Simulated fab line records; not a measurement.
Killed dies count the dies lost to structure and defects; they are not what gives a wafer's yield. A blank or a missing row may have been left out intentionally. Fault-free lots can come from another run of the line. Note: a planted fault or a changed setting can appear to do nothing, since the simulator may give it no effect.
fab line records	flow n5Finfet
record lots=4	wafers=12	lastDay=19
route steps=1938 shown BEOL_M4@1099 BEOL_M5@1112 BEOL_M10@1470 PASSIVATION@1936
lots untouched by any fault: they come from a run of this same line in which no faults occurred
startH: hours from the record's opening day to when the first of the lot's shown wafers began	waitH: time in hours since the lot's previous step	" repeats the value in the row above	L1.1+2: one row covering several wafers at once	- no value, or no start was given	* or withheld: withheld	< > ~ a bound
route shown NAME@n: NAME is a module with steps in the file, n the number in the route of the first one	usual: the fault-free wafers' mean and standard deviation	same: alike in all rows	chamber/n: place in a boat	sites: the reading at each site	_std_site: their standard deviation	_edge_site: mean of outer sites minus mean of inner sites	radiusMm: for every site, how far away it sits from the centre of the wafer	mask NAME#n: copy n	behind: the tool/chamber that last shaped the wafer	hold: what put the lot on hold/how long, in hours/how the hold closed	device: whichever transistor did not switch (one of n, p or np)	end of line: at the end of the route, the tests of the same wafers	a step with no rows: only its recipe	killed: dies lost to structure and defects at the first sort, not the wafer's yield	map: dies across one wafer; x = killed, . = not, _ = none there
set.NAME: setting as actually run; set.NAME@STEP: the setting as run at that earlier step	model.NAME: the simulator's own value behind a step, which no gauge read
lots at selected steps of the route; one table per step, one row per wafer
services: from which hour (startH, from the record's first day; less than 0 if before it) a tool's chamber was out of use, for how many hours, and why
## steps
# step N5_BEOL_M4_ANNEAL_95
# recipe tempC=400	timeS=240	ambient=vacuum
# step N5_BEOL_M4_SPUTTER_96
# recipe material=Cu	targetThkA=45	tempC=-20	chamberPressurePa=0.07	powerW=withheld	timeS=8.29
# step N5_BEOL_M4_ECD_50
# recipe material=Cu	targetThkA=3000
# step N5_BEOL_M4_ANNEAL_51
# recipe tempC=225	timeS=90	ambient=N2
# step N5_BEOL_M4_CMP_52
# recipe stopOn=SiOC	tOverpolishS=6.8	downForcePsi=1	platenRpm=50	clearingPlatenDownForcePsi=1.5	clearingPlatenRpm=50	postCmpClean=cuAlkaline	targetThkNm=40	clearingPlatenPadVelocityMS=0.99484	padVelocityMS=0.99484
# step N5_BEOL_M4_PRE_CLEAN_60
# recipe gas=NH3/H2	timeS=15	tempC=*	rfPowerW=300
# step N5_BEOL_M4_CO_CAP_55
# recipe material=Co	targetThkA=20	tempC=200	precursor=CCTBA/H2	pressureTorr=30	timeS=102.1
# step N5_BEOL_M4_PRE_CLEAN_56
# recipe gas=NH3	timeS=15	tempC=withheld	rfPowerW=300
# step N5_BEOL_M4_DEP_57
# recipe material=SiCN	targetThkA=80	tempC=withheld	precursor=3MS/NH3	pressureTorr=3	rfW=202	timeS=14
# step N5_BEOL_M4_RC_MEAS_101
# usual DIBL_N=35.8/2.2	DIBL_P=35.3/2.7	IOFF_N=0.16/0.043	IOFF_P=0.21/0.043	ION_N=676/15	ION_P=463/9.1	SS_N=71.4/0.77	SS_P=73.0/0.79	VT_N=250/4	VT_P=-249.8/2.8
lot.wafer	tool	chamber	startH	waitH	DIBL_N[mV/V]	DIBL_P[mV/V]	IOFF_N[nA/um]	IOFF_P[nA/um]	ION_N[uA/um]	ION_P[uA/um]	SS_N[mV/dec]	SS_P[mV/dec]	VT_N[mV]	VT_P[mV]
L594.2	prober-02	0	216.40	0.2	37.2	35.4	0.16	0.23	689	472	71.5	73.1	251	-246.9
L594.3	"	0	"	"	35.7	34.5	0.14	0.22	690	474	71.5	72.7	248	-248.2
L594.4	"	0	"	"	41.9	39.8	0.30	0.32	684	458	74.6	75.0	242	-244.9
L599.1	prober-02	0	245.79	0.0	31.9	29.6	0.10	0.13	664	453	70.3	71.8	257	-255.3
L599.2	"	0	"	"	36.2	35.3	0.16	0.21	665	454	70.8	72.9	249	-249.0
L599.3	"	0	"	"	34.7	33.4	0.15	0.18	683	462	71.4	72.4	249	-251.4
L600.1	prober-01	0	250.79	0.0	39.4	41.4	0.21	0.33	675	465	72.3	73.7	245	-242.3
L600.2	"	0	"	"	37.3	37.5	0.19	0.25	693	476	71.3	73.2	247	-245.9
L600.6	"	0	"	"	33.9	34.9	0.12	0.20	677	474	70.5	71.8	253	-248.9
L607.2	prober-02	0	293.61	0.2	37.6	36.9	0.19	0.23	654	448	72.2	73.8	250	-248.7
L607.5	"	0	"	"	36.1	36.1	0.15	0.21	677	470	71.7	73.2	250	-247.8
L607.6	"	0	"	"	34.4	34.3	0.13	0.19	675	472	70.7	73.2	252	-249.5
# step N5_BEOL_M5_ILD_DEP_00
# recipe material=SiCOH_lowk	targetThkA=1406.4	tempC=300	precursor=DEMS/porogen	pressureTorr=5	rfW=500	timeS=25.9
# step N5_BEOL_M5_CURE_79
# recipe tempC=385	timeS=240	ambient=He/Ar	material=SiCOH_lowk
# step N5_BEOL_M5_PECVD_70
# recipe material=SiO2	targetThkA=160	tempC=400	precursor=TEOS/O2	pressureTorr=5.5	rfW=450	teosFlowSccm=53.8	gas=O2	flowSccm=3000	timeS=18
# step N5_BEOL_M5_HM_DEP_02
# recipe material=TiN	targetThkA=200	tempC=25	chamberPressurePa=0.49996
# step N5_BEOL_M5_COAT_59
# recipe resist=SOC	tempC=250	timeS=60	spinRpm=1500	resistThkNm=60
# step N5_BEOL_M5_COAT_60
# recipe resist=SiARC	tempC=220	timeS=60	spinRpm=1500	resistThkNm=12
# step N5_BEOL_M5_COAT_71
# recipe resist=underlayer	tempC=205	timeS=60	spinRpm=1500	resistThkNm=5
# step N5_BEOL_M5_COAT_05
# recipe resist=CAR-EUV	spinRpm=1500	resistThkNm=30
# step N5_BEOL_M5_EBR_07
# recipe solvent=PGMEA	ebrWidthMm=1.5
# step N5_BEOL_M5_SOFTBAKE_06
# recipe tempC=110	timeS=60	resist=CAR-EUV
# step N5_BEOL_M5_EXPOSE_08
# recipe maskId=M5	na=0.33	sourceShape=annular	sigmaInner=0.4	sigmaOuter=0.8	polarization=unpolarized	targetCdNm=28	doseMj=35.75
# step N5_BEOL_M5_PEB_09
# recipe pebTempC=100	pebTimeS=60	resist=CAR-EUV
# step N5_BEOL_M5_DEVELOP_10
# recipe developTimeS=30	developer=TMAH	resist=CAR-EUV	rinseLiquid=surfactantRinse	dry=airSpin	devTempC=23
# step N5_BEOL_M5_DESCUM_16
# recipe chemistry=O2	timeS=7	sourcePowerW=50	biasPowerW=20	pressureMtorr=20	rfFrequencyHz=2.712e+07	tempC=40	resist=CAR-EUV	o2FlowSccm=225
# step N5_BEOL_M5_ETCH_72
# recipe chemistry=N2/H2	target=underlayer	targetDepthA=65	maskMaterial=CAR-EUV	timeS=5.2	ionEnergyEv=200	pressureMtorr=30	sourceW=840	biasW=150	n2FlowSccm=200	h2FlowSccm=200	ends=cleared
# step N5_BEOL_M5_ETCH_61
# recipe chemistry=CF4	target=SiARC	targetDepthA=156	maskMaterial=CAR-EUV	timeS=26	ionEnergyEv=80	pressureMtorr=40	sourceW=545	biasW=36	Ar_flow_sccm=100	cf4FlowSccm=100	ends=cleared
# step N5_BEOL_M5_ETCH_62
# recipe chemistry=N2/H2	target=SOC	targetDepthA=750	overetchA=150	maskMaterial=SiARC	tempC=40	timeS=112.5	ionEnergyEv=200	pressureMtorr=30	sourceW=840	biasW=150	n2FlowSccm=200	h2FlowSccm=200
# step N5_BEOL_M5_STRIP_63
# recipe chemistry=N2/H2	tempC=40	n2FlowSccm=200	h2FlowSccm=200	rfFrequencyHz=6e+07
# step N5_BEOL_M5_STRIP_73
# recipe chemistry=N2/H2	tempC=40	n2FlowSccm=200	h2FlowSccm=200	rfFrequencyHz=6e+07
# step N5_BEOL_M5_STRIP_64
# recipe chemistry=CF4	resist=SiARC	powerW=300	biasPowerW=75	pressureMtorr=50	cf4FlowSccm=150	rfFrequencyHz=6e+07
# step N5_BEOL_M5_HM_OPEN_17
# recipe chemistry=Cl2/BCl3	targetDepthA=200	overetchA=60	target=TiN	maskMaterial=SOC	ionEnergyEv=150	pressureMtorr=10	icpW=1000	biasW=126	Cl2_flow_sccm=53.25	bcl3FlowSccm=21.75	Ar_flow_sccm=25
# step N5_BEOL_M5_STRIP_19
# recipe chemistry=O2	powerW=400	tempC=40	pressureMtorr=30	rfFrequencyHz=6e+07	biasPowerW=0	overashFraction=0.2	o2FlowSccm=225
# step N5_BEOL_M5_COAT_65
# recipe resist=SOC	tempC=250	timeS=60	spinRpm=1500	resistThkNm=60
# step N5_BEOL_M5_COAT_66
# recipe resist=SiARC	tempC=220	timeS=60	spinRpm=1500	resistThkNm=12
# step N5_BEOL_M10_ILD_DEP_00
# recipe material=SiCOH_lowk	targetThkA=3085.1	tempC=300	precursor=DEMS/porogen	pressureTorr=5	rfW=500	timeS=58
# usual heaterPowerW=274/38	runLengthS=101.0/0.63	showerheadPlenumPTorr=5.734/0.015	throttleValvePct=14.0/1
lot.wafer	tool	chamber	startH	waitH	heaterPowerW	runLengthS	showerheadPlenumPTorr	throttleValvePct	model.SiCOH_lowk_of_BEOL_M10_ILD_DEP_00.thkNm
L594.2	pecvd-01	1	264.63	0.0	266	101.2	5.740	15.7	307.2
L594.3	"	0	"	"	300	100.1	5.734	13.3	307.8
L594.4	"	2	"	"	183	101.4	5.735	13.9	302
L599.1	pecvd-01	2	290.61	0.0	212	148.0	5.712	13.7	542.8
L599.2	"	1	"	"	276	100.8	5.739	15.6	304.6
L599.3	"	0	"	"	339	100.0	5.738	13.1	304
L600.1	pecvd-01	0	295.51	0.0	302	147.0	5.737	13.3	544.6
L600.2	"	1	"	"	253	100.7	5.749	15.6	305.8
L600.6	"	2	"	"	233	147.8	5.732	13.5	552.4
L607.2	pecvd-03	0	346.94	0.0	354	101.2	5.722	14.9	308
L607.5	"	1	"	"	281	100.6	5.733	14.7	316
L607.6	"	0	"	"	343	100.8	5.744	15.0	313.6
# step N5_BEOL_M10_THK_MEAS_01
# recipe reads=SiCOH_lowk_of_BEOL_M10_ILD_DEP_00
# usual M10_ILD_THK=268/4
lot.wafer	tool	chamber	startH	waitH	M10_ILD_THK[nm]
L594.2	filmMetro-02	-	265.22	0.4	267
L594.3	"	-	"	"	268
L594.4	"	-	"	"	262
L599.1	filmMetro-02	-	291.20	0.4	478
L599.2	"	-	"	"	264
L599.3	"	-	"	"	264
L600.1	filmMetro-02	-	296.10	0.4	479
L600.2	"	-	"	"	266
L600.6	"	-	"	"	486
L607.2	filmMetro-01	-	348.01	0.7	267
L607.5	"	-	"	"	275
L607.6	"	-	"	"	273
# step N5_BEOL_M10_CMP_52
# recipe stopOn=SiCOH_lowk	tOverpolishS=7	downForcePsi=1	platenRpm=50	clearingPlatenDownForcePsi=1.5	clearingPlatenRpm=50	postCmpClean=cuAlkaline	targetThkNm=140	clearingPlatenPadVelocityMS=0.99484	padVelocityMS=0.99484
# usual clearingPlatenDownForcePsi=1.500/0.0033	motorCurrentA=6.1/0.68	platenRpm=50.000/0.029	retainingRingPressureFrac=1.001/0.0048
lot.wafer	tool	chamber	startH	waitH	clearingPlatenDownForcePsi	motorCurrentA	platenRpm	retainingRingPressureFrac	model.SiCOH_lowk_of_BEOL_M10_ILD_DEP_00.thkNm
L594.2	cmp-04	1	272.26	0.2	1.497	7.3	50.007	0.997	264
L594.4	"	2	"	"	1.507	6.9	50.013	0.994	259.2
L594.3	"	0	"	"	1.496	7.2	49.989	0.998	264.4
L599.3	cmp-03	3	299.16	0.2	1.497	7.0	49.968	0.993	261
L599.1	"	0	"	"	1.499	5.2	50.036	0.996	474.6
L599.2	"	1	"	"	1.498	5.3	49.966	0.992	261.4
L600.2	cmp-04	0	305.85	0.3	1.501	6.5	50.058	1.005	262.6
L600.1	"	1	"	"	1.499	7.3	50.026	1.002	476.4
L600.6	"	2	"	"	1.504	6.7	49.989	1.003	483.4
L607.2	cmp-03	2	356.66	0.3	1.504	6.0	49.983	0.998	264.6
L607.5	"	3	"	"	1.502	7.0	49.965	1.000	271.6
L607.6	"	0	"	"	1.501	5.4	49.990	1.000	269.6
# step N5_PASSIVATION_PROBE_49
# usual defectLimitedYield=91.1/1.4	killed_at_M0_to_M3=34/11	killed_at_M4_up=14/5.6	killedAtContacts=13/5.9	killedAtFrontEnd=40/11	killedAtOther=4/3.1	killedDies=105/16	killedOnRim=14/4.2	killedOpen=68/11	killedShort=34/8.4	sort_bin_4_leakage=0.01/0.11	sort_bin_5_function=5.2/0.86	sort_bin_6_memory=3.2/0.7	sortNPass=1074/21	sortYieldPct=91.0/1.8
# same grossDies=1180	killedAtBackSide=0	sort_bin_8_speed[%]=0
lot.wafer	tool	chamber	startH	waitH	defectLimitedYield[%]	killed_at_M0_to_M3	killed_at_M4_up	killedAtContacts	killedAtFrontEnd	killedAtOther	killedDies	killedOnRim	killedOpen	killedShort	sort_bin_4_leakage[%]	sort_bin_5_function[%]	sort_bin_6_memory[%]	sortNPass	sortYieldPct[%]
L599.1	prober-01	-	353.65	0.0	0	31	1093	10	42	4	1180	152	60	32	0	97.2	2.7	0	0
L599.2	prober-01	-	353.70	0.1	93.8	29	4	9	28	3	73	14	52	21	0	3.3	2.6	1107	93.8
L599.3	prober-01	-	353.75	0.1	91.9	27	9	21	38	1	96	11	65	31	0	5.0	2.9	1084	91.9
L600.1	prober-02	-	353.82	0.0	0	47	1091	8	29	5	1180	152	68	28	0	96.8	2.9	0	0
L600.2	prober-02	-	353.87	0.1	90.8	38	22	8	36	4	108	14	76	30	0	5.6	3.4	1072	90.8
L600.6	prober-02	-	354.07	0.3	0	98	1033	8	35	6	1180	152	89	65	0	94.8	4.2	0	0
# killed by level:class
L599.1 BEOL_M10:areaEtch=1088 FIN_SAQP:geometricParticle:open=14 MOL_CONTACT_COAG:geometricParticle:open=9 BEOL_M2:geometricParticle:open=9 FIN_SAQP:geometricParticle:short=6 GATE_CUT:geometricParticle:short=6 STI_FIN_REVEAL:geometricParticle:open=5 BEOL_M0_SAQP:geometricParticle:short=4
L599.2 FIN_SAQP:geometricParticle:open=11 MOL_CONTACT_COAG:geometricParticle:open=8 BEOL_M3:geometricParticle:open=7 FIN_SAQP:geometricParticle:short=5 BEOL_M0_SAQP:geometricParticle:open=4 BEOL_M0:geometricParticle:short=4 BEOL_M1:geometricParticle:open=4 STI_FIN_REVEAL:geometricParticle:open=3
L599.3 MOL_CONTACT_COAG:geometricParticle:open=17 STI_FIN_REVEAL:geometricParticle:open=12 BEOL_M0_SAQP:geometricParticle:open=10 FIN_SAQP:geometricParticle:open=8 BEOL_M0_SAQP:geometricParticle:short=7 FIN_SAQP:geometricParticle:short=4 MOL_CONTACT_COAG:geometricParticle:short=4 STARTING-WAFER:geometricParticle:short=4
L600.1 BEOL_M10:areaEtch=1084 BEOL_M1:geometricParticle:open=12 BEOL_M2:geometricParticle:open=11 BEOL_M0_SAQP:geometricParticle:open=11 FIN_SAQP:geometricParticle:short=7 DUMMY_GATE:geometricParticle:open=7 BEOL_M0_SAQP:geometricParticle:short=6 MOL_CONTACT_COAG:geometricParticle:open=4
L600.2 BEOL_M4:geometricParticle:open=12 BEOL_M1:geometricParticle:open=9 BEOL_M0_SAQP:geometricParticle:open=8 BEOL_M2:geometricParticle:open=8 FIN_SAQP:geometricParticle:open=7 DUMMY_GATE:geometricParticle:open=7 GATE_CUT:geometricParticle:short=6 MOL_CONTACT_COAG:geometricParticle:open=5
L600.6 BEOL_M10:areaEtch=1025 BEOL_M0_SAQP:geometricParticle:short=39 BEOL_M0_SAQP:geometricParticle:open=25 BEOL_M2:geometricParticle:open=15 FIN_SAQP:geometricParticle:short=8 BEOL_M3:geometricParticle:open=8 STI_FIN_REVEAL:geometricParticle:open=7 MOL_CONTACT_COAG:geometricParticle:open=7
# map L599.1 (x killed, . not)
_________________xxxxxxxxxxxx________________
______________xxxxxxxxxxxxxxxxxx_____________
___________xxxxxxxxxxxxxxxxxxxxxxxx__________
__________xxxxxxxxxxxxxxxxxxxxxxxxxx_________
________xxxxxxxxxxxxxxxxxxxxxxxxxxxxxx_______
_______xxxxxxxxxxxxxxxxxxxxxxxxxxxxxxxx______
______xxxxxxxxxxxxxxxxxxxxxxxxxxxxxxxxxx_____
_____xxxxxxxxxxxxxxxxxxxxxxxxxxxxxxxxxxxx____
____xxxxxxxxxxxxxxxxxxxxxxxxxxxxxxxxxxxxxx___
___xxxxxxxxxxxxxxxxxxxxxxxxxxxxxxxxxxxxxxxx__
___xxxxxxxxxxxxxxxxxxxxxxxxxxxxxxxxxxxxxxxx__
__xxxxxxxxxxxxxxxxxxxxxxxxxxxxxxxxxxxxxxxxxx_
__xxxxxxxxxxxxxxxxxxxxxxxxxxxxxxxxxxxxxxxxxx_
_xxxxxxxxxxxxxxxxxxxxxxxxxxxxxxxxxxxxxxxxxxxx
_xxxxxxxxxxxxxxxxxxxxxxxxxxxxxxxxxxxxxxxxxxxx
_xxxxxxxxxxxxxxxxxxxxxxxxxxxxxxxxxxxxxxxxxxxx
_xxxxxxxxxxxxxxxxxxxxxxxxxxxxxxxxxxxxxxxxxxxx
_xxxxxxxxxxxxxxxxxxxxxxxxxxxxxxxxxxxxxxxxxxxx
_xxxxxxxxxxxxxxxxxxxxxxxxxxxxxxxxxxxxxxxxxxxx
_xxxxxxxxxxxxxxxxxxxxxxxxxxxxxxxxxxxxxxxxxxxx
_xxxxxxxxxxxxxxxxxxxxxxxxxxxxxxxxxxxxxxxxxxxx
__xxxxxxxxxxxxxxxxxxxxxxxxxxxxxxxxxxxxxxxxxx_
__xxxxxxxxxxxxxxxxxxxxxxxxxxxxxxxxxxxxxxxxxx_
___xxxxxxxxxxxxxxxxxxxxxxxxxxxxxxxxxxxxxxxx__
___xxxxxxxxxxxxxxxxxxxxxxxxxxxxxxxxxxxxxxxx__
____xxxxxxxxxxxxxxxxxxxxxxxxxxxxxxxxxxxxxx___
_____xxxxxxxxxxxxxxxxxxxxxxxxxxxxxxxxxxxx____
______xxxxxxxxxxxxxxxxxxxxxxxxxxxxxxxxxx_____
_______xxxxxxxxxxxxxxxxxxxxxxxxxxxxxxxx______
________xxxxxxxxxxxxxxxxxxxxxxxxxxxxxx_______
__________xxxxxxxxxxxxxxxxxxxxxxxxxx_________
___________xxxxxxxxxxxxxxxxxxxxxxxx__________
______________xxxxxxxxxxxxxxxxxx_____________
_________________xxxxxxxxxxxx________________
# map L600.1 (x killed, . not)
_________________xxxxxxxxxxxx________________
______________xxxxxxxxxxxxxxxxxx_____________
___________xxxxxxxxxxxxxxxxxxxxxxxx__________
__________xxxxxxxxxxxxxxxxxxxxxxxxxx_________
________xxxxxxxxxxxxxxxxxxxxxxxxxxxxxx_______
_______xxxxxxxxxxxxxxxxxxxxxxxxxxxxxxxx______
______xxxxxxxxxxxxxxxxxxxxxxxxxxxxxxxxxx_____
_____xxxxxxxxxxxxxxxxxxxxxxxxxxxxxxxxxxxx____
____xxxxxxxxxxxxxxxxxxxxxxxxxxxxxxxxxxxxxx___
___xxxxxxxxxxxxxxxxxxxxxxxxxxxxxxxxxxxxxxxx__
___xxxxxxxxxxxxxxxxxxxxxxxxxxxxxxxxxxxxxxxx__
__xxxxxxxxxxxxxxxxxxxxxxxxxxxxxxxxxxxxxxxxxx_
__xxxxxxxxxxxxxxxxxxxxxxxxxxxxxxxxxxxxxxxxxx_
_xxxxxxxxxxxxxxxxxxxxxxxxxxxxxxxxxxxxxxxxxxxx
_xxxxxxxxxxxxxxxxxxxxxxxxxxxxxxxxxxxxxxxxxxxx
_xxxxxxxxxxxxxxxxxxxxxxxxxxxxxxxxxxxxxxxxxxxx
_xxxxxxxxxxxxxxxxxxxxxxxxxxxxxxxxxxxxxxxxxxxx
_xxxxxxxxxxxxxxxxxxxxxxxxxxxxxxxxxxxxxxxxxxxx
_xxxxxxxxxxxxxxxxxxxxxxxxxxxxxxxxxxxxxxxxxxxx
_xxxxxxxxxxxxxxxxxxxxxxxxxxxxxxxxxxxxxxxxxxxx
_xxxxxxxxxxxxxxxxxxxxxxxxxxxxxxxxxxxxxxxxxxxx
__xxxxxxxxxxxxxxxxxxxxxxxxxxxxxxxxxxxxxxxxxx_
__xxxxxxxxxxxxxxxxxxxxxxxxxxxxxxxxxxxxxxxxxx_
___xxxxxxxxxxxxxxxxxxxxxxxxxxxxxxxxxxxxxxxx__
___xxxxxxxxxxxxxxxxxxxxxxxxxxxxxxxxxxxxxxxx__
____xxxxxxxxxxxxxxxxxxxxxxxxxxxxxxxxxxxxxx___
_____xxxxxxxxxxxxxxxxxxxxxxxxxxxxxxxxxxxx____
______xxxxxxxxxxxxxxxxxxxxxxxxxxxxxxxxxx_____
_______xxxxxxxxxxxxxxxxxxxxxxxxxxxxxxxx______
________xxxxxxxxxxxxxxxxxxxxxxxxxxxxxx_______
__________xxxxxxxxxxxxxxxxxxxxxxxxxx_________
___________xxxxxxxxxxxxxxxxxxxxxxxx__________
______________xxxxxxxxxxxxxxxxxx_____________
_________________xxxxxxxxxxxx________________
## services
tool	chamber	startH	hours	kind
cmp-04	-	244.92	0.5	repair
pecvd-01	2	291.60	2.1	repair
cmp-04	-	292.27	0.3	repair
cmp-03	-	294.10	1.2	repair
cmp-03	-	300.72	0.5	repair
pecvd-03	1	323.05	5.5	scheduledDown
cmp-04	-	328.18	6.2	pm
cmp-03	-	331.59	4.0	pm
cmp-03	-	335.59	-	consumableReplace:conditioner
cmp-03	-	335.59	-	consumableReplace:pad
cmp-04	-	343.76	1.2	repair
## key
firstSign step=N5_BEOL_M10_ILD_DEP_00	reading=runLengthS	direction=up	sigmas=73	usual=*	struck=*
effect step=N5_BEOL_M10_THK_MEAS_01	reading=M10_ILD_THK	direction=up	sigmas=53	usual=268	struck=481
effect step=N5_PASSIVATION_PROBE_49	reading=killed_at_M4_up	direction=up	sigmas=99+	usual=14	struck=1072
modelEffect step=N5_BEOL_M10_ILD_DEP_00	value=SiCOH_lowk_of_BEOL_M10_ILD_DEP_00.thkNm	without=301.4	struck=546.6
modelEffect step=N5_BEOL_M10_CMP_52	value=SiCOH_lowk_of_BEOL_M10_ILD_DEP_00.thkNm	without=258.7	struck=478.1
moreKillsBornAt N5_BEOL_M10_ETCH_41@rieDiel-02=3197
metAt N5_BEOL_M10_ILD_DEP_00
struckWafers L599.1,L600.1,L600.6
laterRowsLeftOut L599.1,L600.1,L600.6
onsetBetween 264.63 290.61
fault kind=processParameterDrift	tool=pecvd-01	chamber=-	onsetH=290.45	steps=N5_BEOL_M10_ILD_DEP_00	channel=timeS	offset=*	shape=step	endH=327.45	scope=struckWafersOnly	actsIn=*	stated=*
# laterRowsLeftOut: the simulator's readings of these wafers behind a module that went badly wrong aren't trusted and aren't shown, but for the sort
